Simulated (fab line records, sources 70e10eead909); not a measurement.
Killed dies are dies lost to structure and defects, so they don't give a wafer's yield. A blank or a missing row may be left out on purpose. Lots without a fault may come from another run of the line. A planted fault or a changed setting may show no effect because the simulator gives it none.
Problem report in the 8D (eight disciplines) form, filled by code | flow nand_harc | the parts of the form that need people (team, actions taken, sign-off) are left out

1. THE PROBLEM
killed_at_periphery at NHARC_END_SORT_01 reads a mean of 369.0 on 2 wafers of 2 lots; wafers without a fault read 3.5 with a standard deviation of 2.3. That is +99 or more standard deviations from the usual mean.
First seen on wafer L148.2, day 29 04:52, on prober-01. The record holds 2 wafers of 2 lots with a number at this step. Rule for "out", or "out of limits": more than 4 standard deviations from the usual mean. The other wafers with a number count as sound.

2. WHAT IT IS AND WHAT IT IS NOT
question                    | is                                                     | is not
which readings at this step | killed_at_periphery, defect_limited_yield, killed_dies | killed_at_array, killed_at_other, killed_open, killed_short
which lots                  | L146, L148                                             | -
which wafers of those lots  | all that have a number                                 | -
read on which gauges        | prober-01, prober-02                                   | -
when                        | from day 29 04:52                                      | up to then (0 sound wafers)

3. SUSPECTS, AND WHAT RULES EACH OUT
Counting: a tool at a process step up to the reading stays a suspect if it ran every lot that is out and no sound lot after the first of them.
- the gauge at NHARC_END_SORT_01: ruled out. The wafers that are out were read on 2 gauges (prober-01, prober-02).
- rie_diel-03 at NHARC_P_M0_ETCH_34 (etches the open film in N2/H2, target depth 40 nm, overetch 12 nm, time 43.94 s): kept. It ran every lot that is out, first L146 (day 10 03:24), and no sound lot after that.
- ecd_cu-01 at NHARC_P_M0_ECD_22 (material Cu, target thk 400 nm): kept. It ran every lot that is out, first L146 (day 10 04:37), and no sound lot after that.
Left after counting: rie_diel-03 at NHARC_P_M0_ETCH_34, ecd_cu-01 at NHARC_P_M0_ECD_22.

4. THE CAUSE (what the simulator had put in)
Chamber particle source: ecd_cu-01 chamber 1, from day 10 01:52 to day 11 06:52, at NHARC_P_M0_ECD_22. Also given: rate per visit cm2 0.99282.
Counting left 2 suspects, and this tool is among them.

5. THE CHAIN OF EFFECTS, in route order
Each row: a reading whose mean over the struck wafers that have a number lies more than 3 standard deviations from the usual. Only readings for which the record gives a usual standard deviation are gone through. hours: the time from each lot's start at the first step in this table that gives one to its start at this step, as a median over the lots. sigmas: the change in usual standard deviations.
hours | step              | reading              | usual  | on struck wafers | change | sigmas
0     | NHARC_END_SORT_01 | defect_limited_yield | 89.8 % | 36.9             | -52.9  | -18
0     | NHARC_END_SORT_01 | killed_at_periphery  | 3.5    | 369.0            | +365.5 | +99 or more
0     | NHARC_END_SORT_01 | killed_dies          | 69     | 428              | +358   | +19

6. WHAT WOULD HAVE CAUGHT IT SOONER
In this record the first reading out of limits at a measuring or inspecting step was taken at day 29 04:52, 459 hours after the fault began at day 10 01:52.
All the lots that are out (2) had begun NHARC_P_M0_ECD_22 on ecd_cu-01 by day 29 04:52. A hold on the tool at that time would have spared none of them.
